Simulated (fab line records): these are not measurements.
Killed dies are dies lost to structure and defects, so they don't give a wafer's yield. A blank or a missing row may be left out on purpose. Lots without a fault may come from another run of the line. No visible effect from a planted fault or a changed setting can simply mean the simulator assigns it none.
Matching of chambers + flow nand-harc + 3 sister chambers for NHARC_A_STAIRCASE_DEP_259 on pecvd-01
The step deposits SiON, target thk 30 nm. 16 wafers are shown with their chamber, then 8 later ones without.

== WAFERS PAIRED WITH THEIR CHAMBERS ==
| wafer  | chamber | heater-power-outer-w (W) | heater-power-w (W) |
|--------|---------|--------------------------|--------------------|
| L074.1 | 1       | 535                      | 877                |
| L074.4 | 1       | 534                      | 878                |
| L074.6 | 2       | 629                      | 969                |
| L078.3 | 1       | 460                      | 816                |
| L078.4 | 1       | 488                      | 804                |
| L078.6 | 2       | 653                      | 977                |
| L080.1 | 0       | 529                      | 882                |
| L080.5 | 2       | 556                      | 862                |
| L080.6 | 0       | 530                      | 881                |
| L079.3 | 1       | 545                      | 906                |
| L079.4 | 0       | 525                      | 879                |
| L079.5 | 2       | 639                      | 992                |
| L085.1 | 0       | 535                      | 893                |
| L085.3 | 1       | 469                      | 790                |
| L085.4 | 0       | 532                      | 895                |
| L086.1 | 1       | 485                      | 840                |

SIGNATURES, as means of the wafers listed above
| reading              | chamber 0 | chamber 1 | chamber 2 | scatter within a chamber |
|----------------------|-----------|-----------|-----------|--------------------------|
| heater-power-outer-w | 530.20    | 502.29    | 619.25    | 31.6                     |
| heater-power-w       | 886.00    | 844.43    | 950.00    | 41.3                     |
Rule: a wafer lies at a distance from a chamber equal to the root of the sum of squares, over the readings, of (its reading less the chamber's mean, divided by the reading's scatter). The wafer belongs to the nearest chamber; if the next one is less than 2 further off, it can't be placed. The scatter: the root of (the sum of the squares of (reading less its chamber's mean) over the shown wafers, divided by (wafers less chambers)).

== WAFERS WHOSE CHAMBER IS MISSING ==
| wafer  | heater-power-outer-w (W) | heater-power-w (W) |
|--------|--------------------------|--------------------|
| L086.3 | 561                      | 877                |
| L086.4 | 502                      | 835                |
| L092.1 | 546                      | 899                |
| L092.2 | 646                      | 940                |
| L092.3 | 561                      | 970                |
| L097.1 | 460                      | 798                |
| L097.4 | 563                      | 953                |
| L097.5 | 558                      | 851                |

== CHAMBER TAKEN BY EACH ==
| wafer  | from the rows above          | in truth |
|--------|------------------------------|----------|
| L086.3 | can't be placed: 0 or 1 or 2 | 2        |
| L086.4 | can't be placed: 1 or 0      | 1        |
| L092.1 | can't be placed: 0 or 1      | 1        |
| L092.2 | 2                            | 2        |
| L092.3 | can't be placed: 2 or 0 or 1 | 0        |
| L097.1 | can't be placed: 1 or 0      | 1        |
| L097.4 | can't be placed: 2 or 0 or 1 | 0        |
| L097.5 | can't be placed: 0 or 1 or 2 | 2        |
Correct placement for 1 of the 8. These rows do not allow placing 7 (true chamber among the candidates in 7). 0 placed wrongly.
